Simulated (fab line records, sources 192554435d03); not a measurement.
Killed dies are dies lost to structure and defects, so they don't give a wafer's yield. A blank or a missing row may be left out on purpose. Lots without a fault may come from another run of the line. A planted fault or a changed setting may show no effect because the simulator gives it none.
Chamber matching | flow n5_finfet | N5_MOL_CONTACT_COAG_CMP_28 on cmp-02: 4 sister chambers
The step polishes, stops on SiNx, t overpolish 0.85 s, target thk 14.522 nm. 4 wafers are shown with their chamber, then 9 later ones without.

WAFERS WITH THEIR CHAMBER
wafer  | chamber | motor_current_A (A)
L081.4 | 0       | 13.2
L083.1 | 3       | 10.7
L083.4 | 1       | 11.3
L083.5 | 2       | 8.9

WAFERS WITHOUT THEIR CHAMBER
wafer  | motor_current_A (A)
L087.3 | 13.1
L087.4 | 12.1
L087.6 | 9.2
L090.1 | 13.1
L090.3 | 9.8
L090.5 | 11.7
L094.1 | 12.2
L094.4 | 9.5
L094.6 | 9.7

WHICH CHAMBER EACH WENT THROUGH
wafer  | from the rows above          | in truth
L087.3 | 0                            | 0
L087.4 | can't be placed: 1 or 0 or 3 | 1
L087.6 | can't be placed: 2 or 3      | 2
L090.1 | 0                            | 0
L090.3 | can't be placed: 3 or 2 or 1 | 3
L090.5 | can't be placed: 1 or 3 or 0 | 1
L094.1 | can't be placed: 1 or 0 or 3 | 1
L094.4 | can't be placed: 2 or 3 or 1 | 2
L094.6 | can't be placed: 2 or 3 or 1 | 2
Placed correctly: 2 of 9. Can't be placed from these rows: 7 (the true chamber is among the candidates in 7). Placed wrongly: 0.
How it was worked out, from the rows above alone: a wafer's distance from a chamber is the root of the sum, over the readings, of the square of ((its reading less the chamber's mean) divided by the reading's scatter). The wafer belongs to the nearest chamber; if the next one is less than 2 further off, it can't be placed. A chamber's mean is the mean of its shown wafers. The scatter: with one shown wafer a chamber, the root of the mean of the squares of how far each hidden wafer lies from its nearest shown one.
